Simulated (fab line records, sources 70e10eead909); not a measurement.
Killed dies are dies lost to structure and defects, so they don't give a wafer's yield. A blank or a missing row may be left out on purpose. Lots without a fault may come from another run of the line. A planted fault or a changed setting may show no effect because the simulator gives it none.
Chamber matching | flow nand_harc | NHARC_P_CONTACT_DEP_30 on pecvd-03: 3 sister chambers
The step deposits SiNx, target thk 30 nm. 14 wafers are shown with their chamber, then 7 later ones without.

WAFERS WITH THEIR CHAMBER
wafer  | chamber | heater_power_w (W)
L991.1 | 2       | 817
L991.4 | 1       | 755
L991.5 | 2       | 856
L993.1 | 0       | 757
L993.2 | 2       | 771
L993.6 | 2       | 767
L994.2 | 1       | 762
L994.4 | 0       | 755
L994.5 | 2       | 787
L998.3 | 1       | 716
L998.4 | 0       | 725
L998.6 | 2       | 787
L108.1 | 2       | 782
L108.2 | 0       | 763

SIGNATURES (means of the wafers above)
reading        | chamber 0 | chamber 1 | chamber 2 | scatter within a chamber
heater_power_w | 750.00    | 744.33    | 795.29    | 26.9
Rule: a wafer's distance from a chamber is the root of the sum, over the readings, of the square of ((its reading less the chamber's mean) divided by the reading's scatter). The wafer belongs to the nearest chamber; if the next one is less than 2 further off, it can't be placed. The scatter: the root of (the sum of the squares of (reading less its chamber's mean) over the shown wafers, divided by (wafers less chambers)).

WAFERS WITHOUT THEIR CHAMBER
wafer  | heater_power_w (W)
L108.5 | 746
L109.1 | 611
L109.2 | 724
L109.3 | 758
L110.1 | 740
L110.2 | 730
L110.6 | 710

WHICH CHAMBER EACH WENT THROUGH
wafer  | from the rows above          | in truth
L108.5 | can't be placed: 1 or 0 or 2 | 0
L109.1 | can't be placed: 1 or 0 or 2 | 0
L109.2 | can't be placed: 1 or 0 or 2 | 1
L109.3 | can't be placed: 0 or 1 or 2 | 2
L110.1 | can't be placed: 1 or 0 or 2 | 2
L110.2 | can't be placed: 1 or 0 or 2 | 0
L110.6 | can't be placed: 1 or 0 or 2 | 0
Placed correctly: 0 of 7. Can't be placed from these rows: 7 (the true chamber is among the candidates in 7). Placed wrongly: 0.
